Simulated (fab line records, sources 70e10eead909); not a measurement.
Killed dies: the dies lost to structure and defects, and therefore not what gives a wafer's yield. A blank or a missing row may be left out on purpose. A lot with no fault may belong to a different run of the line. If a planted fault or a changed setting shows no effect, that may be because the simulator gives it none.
Matching of chambers ; flow nand harc ; NHARC_A_STAIRCASE_ETCH_444 on rie diel-05 has 4 sister chambers
The step etches the open film in C4F8/O2, target depth 10200 nm, time 3400 s. 4 wafers are shown with their chamber, then 10 later ones without.

== EACH WAFER AND ITS CHAMBER ==
wafer;chamber;rf vpp V (V)
L087.4;1;801
L088.3;0;803
L090.1;3;802
L090.3;2;811

== WAFERS WITHOUT THEIR CHAMBER ==
wafer;rf vpp V (V)
L090.6;800
L092.2;804
L092.5;802
L092.6;802
L095.1;802
L095.2;804
L095.6;811
L097.2;802
L097.5;801
L097.6;803

== WHICH CHAMBER EACH WENT THROUGH ==
wafer;from the rows above;in truth
L090.6;can't be placed: 1 or 3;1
L092.2;can't be placed: 0 or 3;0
L092.5;can't be placed: 3 or 0 or 1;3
L092.6;can't be placed: 3 or 0 or 1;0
L095.1;can't be placed: 3 or 0 or 1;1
L095.2;can't be placed: 0 or 3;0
L095.6;2;2
L097.2;can't be placed: 3 or 0 or 1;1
L097.5;can't be placed: 1 or 3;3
L097.6;can't be placed: 0 or 3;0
Correct placement for 1 of the 10. From these rows, 9 cannot be placed; in 9 the true chamber is one of the candidates. Placed wrongly: 0.
How it was worked out, from the rows above alone: a wafer's distance from a chamber is the root of the sum, over the readings, of the square of ((its reading less the chamber's mean) divided by the reading's scatter). The wafer belongs to the nearest chamber; if the next one is less than 2 further off, it can't be placed. A chamber's mean is the mean of its shown wafers. The scatter: root of mean squared gap, hidden wafer to nearest shown wafer, with one shown wafer a chamber.
